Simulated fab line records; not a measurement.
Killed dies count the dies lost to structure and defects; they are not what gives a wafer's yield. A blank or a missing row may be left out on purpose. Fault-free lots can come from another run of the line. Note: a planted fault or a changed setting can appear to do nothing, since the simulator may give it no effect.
Chamber matching -- flow nand_harc -- rie_diel-07 running NHARC_A_STAIRCASE_TRIM_20: 4 sister chambers
The step chemistry O2, time 211.2 s. 14 wafers are shown with their chamber, then 7 later ones without.

EACH WAFER AND ITS CHAMBER
wafer,chamber,drypump_motor_current_A (A),showerhead_plenum_p_Torr (Torr),rf_vpp_V (V)
L074.2,2,6.0,3.70,59.2
L074.4,0,6.7,3.42,58.3
L074.5,1,4.7,3.44,57.6
L074.1,3,5.6,3.78,58.2
L074.3,1,4.7,3.44,57.5
L074.6,0,6.7,3.42,56.1
L077.3,2,6.0,3.69,58.0
L077.5,0,6.7,3.42,56.5
L077.6,1,4.8,3.44,57.9
L087.1,3,5.5,3.76,57.7
L087.3,1,4.8,3.43,57.1
L087.5,3,5.6,3.76,58.3
L087.2,2,6.0,3.68,58.1
L087.4,0,6.7,3.40,56.9

SIGNATURES, as means of the wafers listed above
reading,chamber 0,chamber 1,chamber 2,chamber 3,scatter within a chamber
drypump_motor_current_A,6.700,4.750,6.000,5.567,0.0408
showerhead_plenum_p_Torr,3.4150,3.4375,3.6900,3.7667,0.00917
rf_vpp_V,56.950,57.525,58.433,58.067,0.646
Rule: for a wafer and a chamber, the distance is found by dividing, reading by reading, the gap between the wafer's reading and the chamber's mean by the reading's scatter, squaring, summing and taking the root. If the next closest chamber is less than 2 further off than the closest, the wafer can't be placed; otherwise it belongs to the closest. The scatter: the root of (the sum of the squares of (reading less its chamber's mean) over the shown wafers, divided by (wafers less chambers)).

WAFERS WITHOUT THEIR CHAMBER
wafer,drypump_motor_current_A (A),showerhead_plenum_p_Torr (Torr),rf_vpp_V (V)
L087.6,6.7,3.40,57.2
L090.1,4.7,3.42,57.6
L090.3,5.5,3.76,58.2
L090.6,5.5,3.76,57.9
L095.1,6.7,3.40,57.4
L095.2,5.6,3.75,57.0
L095.4,6.0,3.68,59.4

CHAMBER TAKEN BY EACH
wafer,from the rows above,in truth
L087.6,0,0
L090.1,1,1
L090.3,3,3
L090.6,3,3
L095.1,0,0
L095.2,3,3
L095.4,2,2
Correct placement for 7 of the 7. Left unplaced by these rows: 0. Wrongly placed: 0.
